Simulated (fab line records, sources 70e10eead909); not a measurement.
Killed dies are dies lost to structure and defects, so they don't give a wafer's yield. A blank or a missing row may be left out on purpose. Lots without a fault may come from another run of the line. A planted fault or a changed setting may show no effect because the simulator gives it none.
Which tool did it? | flow nand_harc | 14 lots, 42 wafers sampled, at 2 steps of a route of 1159

WHAT THE GAUGES READ, wafer by wafer
NHARC_P_ZERO_WELL_CD_MEAS_11: target cd 500 nm. Usual: cd_nm 500.1 nm, standard deviation 1.6.
lot  | measured    | on        | cd_nm (nm)        | flag
L856 | day 1 19:15 | cd_sem-02 | 500.7 498.4 497.7 |
L857 | day 2 01:34 | cd_sem-01 | 502.5 503.6 501.9 |
L859 | day 2 13:14 | cd_sem-03 | 497.1 500.9 500.6 |
L861 | day 3 01:18 | cd_sem-01 | 499.2 500.5 500.7 |
L864 | day 3 19:14 | cd_sem-01 | 500.0 500.4 501.0 |
L865 | day 4 01:14 | cd_sem-01 | 498.4 498.2 499.0 |
L867 | day 4 13:07 | cd_sem-02 | 499.0 500.0 499.7 |
L868 | day 4 19:19 | cd_sem-01 | 502.9 500.5 502.2 |
L869 | day 5 01:10 | cd_sem-01 | 499.9 499.0 500.9 |
L871 | day 5 13:15 | cd_sem-01 | 500.3 500.7 501.5 |
L872 | day 5 19:14 | cd_sem-02 | 553.3 551.7 554.1 | OFF
L873 | day 6 01:15 | cd_sem-03 | 497.2 499.9 501.0 |
L877 | day 7 01:14 | cd_sem-01 | 541.9 543.2 543.5 | OFF
L878 | day 7 07:14 | cd_sem-02 | 499.5 500.2 499.9 |

WHICH TOOL RAN EACH LOT (tool, then ch and the chambers of the sampled wafers, then the start)
lot  | NHARC_P_ZERO_WELL_EXPOSE_08
L856 | krf_scanner-02 ch 0, day 1 19:05
L857 | krf_scanner-01 ch 0, day 2 01:25
L859 | krf_scanner-03 ch 0, day 2 13:05
L861 | krf_scanner-01 ch 0, day 3 01:08
L864 | krf_scanner-03 ch 0, day 3 19:05
L865 | krf_scanner-01 ch 0, day 4 01:06
L867 | krf_scanner-02 ch 0, day 4 12:58
L868 | krf_scanner-03 ch 0, day 4 19:10
L869 | krf_scanner-03 ch 0, day 5 01:01
L871 | krf_scanner-01 ch 0, day 5 13:06
L872 | krf_scanner-03 ch 0, day 5 19:05
L873 | krf_scanner-01 ch 0, day 6 01:06
L877 | krf_scanner-03 ch 0, day 7 01:05
L878 | krf_scanner-02 ch 0, day 7 07:05
- NHARC_P_ZERO_WELL_EXPOSE_08: exposes mask P ZERO, target cd 500 nm.

WHAT THE TOOLS THEMSELVES READ (means of the sampled wafers that have a number; where no wafer has one, the mark that the record gives instead)
NHARC_P_ZERO_WELL_EXPOSE_08. Usual: exposure_dose_mJ_cm2 33.78, standard deviation 0.036.
lot  | tool           | exposure_dose_mJ_cm2 | flag
L856 | krf_scanner-02 | 33.80                |
L857 | krf_scanner-01 | 33.76                |
L859 | krf_scanner-03 | 33.79                |
L861 | krf_scanner-01 | 33.75                |
L864 | krf_scanner-03 | 33.77                |
L865 | krf_scanner-01 | 33.73                |
L867 | krf_scanner-02 | 33.82                |
L868 | krf_scanner-03 | 33.80                |
L869 | krf_scanner-03 | 33.76                |
L871 | krf_scanner-01 | 33.79                |
L872 | krf_scanner-03 | 44.83                | OFF
L873 | krf_scanner-01 | 33.77                |
L877 | krf_scanner-03 | 42.59                | OFF
L878 | krf_scanner-02 | 33.82                |

THE ANSWER, worked out from the rows above alone
Rule: a lot is off if the mean of its wafers that have a number lies more than 3 standard deviations from the usual mean. A lot without any number at a reading at which 4 lots or more have one is off too. The other lots that the step has rows for count as sound. The gauges are gone through in route order, then the tools' own readings, and for those a lot's mean is taken as printed above. The first step at which some lot is off is used, and at that step the reading that is off furthest; a lot without a number counts as furthest.
Off: L872, L877, at NHARC_P_ZERO_WELL_CD_MEAS_11 (cd_nm).
A tool fits if, at a process step before that reading, it ran every lot that is off, and no sound lot after the first of them. The gauges at NHARC_P_ZERO_WELL_CD_MEAS_11 aren't tried: what is off there is off at NHARC_P_ZERO_WELL_EXPOSE_08 too, on other tools, and a gauge's error can't cause that. One fits: krf_scanner-03 at NHARC_P_ZERO_WELL_EXPOSE_08. Its last sound lot is L869 (day 5 01:01), its first lot that is off L872 (day 5 19:05): a fault that began between those two fits.
The tool's own readings at NHARC_P_ZERO_WELL_EXPOSE_08 bear it out: on the lots that are off they differ by more than 5 times the standard deviation of the sound lots' means. exposure_dose_mJ_cm2 reads 43.71 there against 33.78 on the sound lots.

WHAT THE SIMULATOR HAD PUT IN
Process parameter drift: krf_scanner-03, from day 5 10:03 on, at NHARC_P_ZERO_WELL_EXPOSE_08. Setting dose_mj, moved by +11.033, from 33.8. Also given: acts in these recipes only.
Lots struck among those shown: L872, L877. The rule above found the same.
